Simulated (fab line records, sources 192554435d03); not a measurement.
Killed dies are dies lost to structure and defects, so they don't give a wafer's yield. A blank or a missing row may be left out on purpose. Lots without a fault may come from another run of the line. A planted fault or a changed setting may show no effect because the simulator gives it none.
Chamber matching | flow n5_finfet | N5_BEOL_M3_DESCUM_16 on rie_diel-04: 4 sister chambers
The step chemistry O2, time 7 s. 8 wafers are shown with their chamber, then 9 later ones without.

WAFERS WITH THEIR CHAMBER
wafer  | chamber | showerhead_plenum_p_Torr (Torr) | drypump_motor_current_A (A)
L085.2 | 0       | 2.14                            | 5.3
L085.4 | 1       | 2.15                            | 5.6
L087.1 | 3       | 2.05                            | 5.1
L087.4 | 1       | 2.14                            | 5.6
L087.5 | 0       | 2.14                            | 5.3
L088.1 | 2       | 1.99                            | 5.6
L088.4 | 3       | 2.05                            | 5.2
L088.5 | 2       | 1.99                            | 5.6

WAFERS WITHOUT THEIR CHAMBER
wafer  | showerhead_plenum_p_Torr (Torr) | drypump_motor_current_A (A)
L092.1 | 2.14                            | 5.3
L092.3 | 2.05                            | 5.1
L092.6 | 2.14                            | 5.3
L093.2 | 2.05                            | 5.2
L093.4 | 2.14                            | 5.6
L093.6 | 2.05                            | 5.2
L094.4 | 2.14                            | 5.3
L094.5 | 2.14                            | 5.6
L094.6 | 2.05                            | 5.2

WHICH CHAMBER EACH WENT THROUGH
wafer  | from the rows above | in truth
L092.1 | 0                   | 0
L092.3 | 3                   | 3
L092.6 | 0                   | 0
L093.2 | 3                   | 3
L093.4 | 1                   | 1
L093.6 | 3                   | 3
L094.4 | 0                   | 0
L094.5 | 1                   | 1
L094.6 | 3                   | 3
Placed correctly: 9 of 9. Can't be placed from these rows: 0. Placed wrongly: 0.
How it was worked out, from the rows above alone: a wafer's distance from a chamber is the root of the sum, over the readings, of the square of ((its reading less the chamber's mean) divided by the reading's scatter). The wafer belongs to the nearest chamber; if the next one is less than 2 further off, it can't be placed. A chamber's mean is the mean of its shown wafers. The scatter: the root of (the sum of the squares of (reading less its chamber's mean) over the shown wafers, divided by (wafers less chambers)).
